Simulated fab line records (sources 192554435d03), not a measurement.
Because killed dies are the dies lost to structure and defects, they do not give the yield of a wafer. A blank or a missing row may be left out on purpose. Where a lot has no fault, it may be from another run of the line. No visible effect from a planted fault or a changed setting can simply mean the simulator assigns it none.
Chamber matching | flow n5Finfet | 3 sister chambers for N5_BEOL_M0_SAQP_ILD_DEP_01 on pecvd-02
The step deposits SiOC from DEMS/O2, target thk 45.419 nm, time 8.7 s. 3 wafers are shown with their chamber, then 8 later ones without.

WAFERS, EACH WITH ITS CHAMBER
wafer  | chamber | throttleValvePct (%)
L081.1 | 2       | 10.9
L081.2 | 1       | 11.4
L083.2 | 0       | 11.9

WAFERS MISSING THEIR CHAMBER
wafer  | throttleValvePct (%)
L083.4 | 11.5
L083.6 | 11.3
L088.2 | 11.6
L088.3 | 11.4
L088.4 | 10.9
L092.3 | 11.2
L092.5 | 11.7
L092.6 | 11.0

CHAMBER TAKEN BY EACH
wafer  | from the rows above     | in truth
L083.4 | 1                       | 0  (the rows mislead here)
L083.6 | 1                       | 1
L088.2 | can't be placed: 1 or 0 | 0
L088.3 | 1                       | 1
L088.4 | 2                       | 2
L092.3 | can't be placed: 1 or 2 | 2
L092.5 | can't be placed: 0 or 1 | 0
L092.6 | 2                       | 2
Correct placement for 4 of the 8. Unplaceable from these rows: 3, with the true chamber sitting among the candidates in 3. Wrongly placed: 1.
How it was worked out, from the rows above alone: a wafer's distance from a chamber is the root of the sum, over the readings, of the square of ((its reading less the chamber's mean) divided by the reading's scatter). The wafer belongs to the nearest chamber; if the next one is less than 2 further off, it can't be placed. For every chamber, the mean is computed from those of its wafers that are shown. The scatter: root of mean squared gap, hidden wafer to nearest shown wafer, with one shown wafer a chamber.
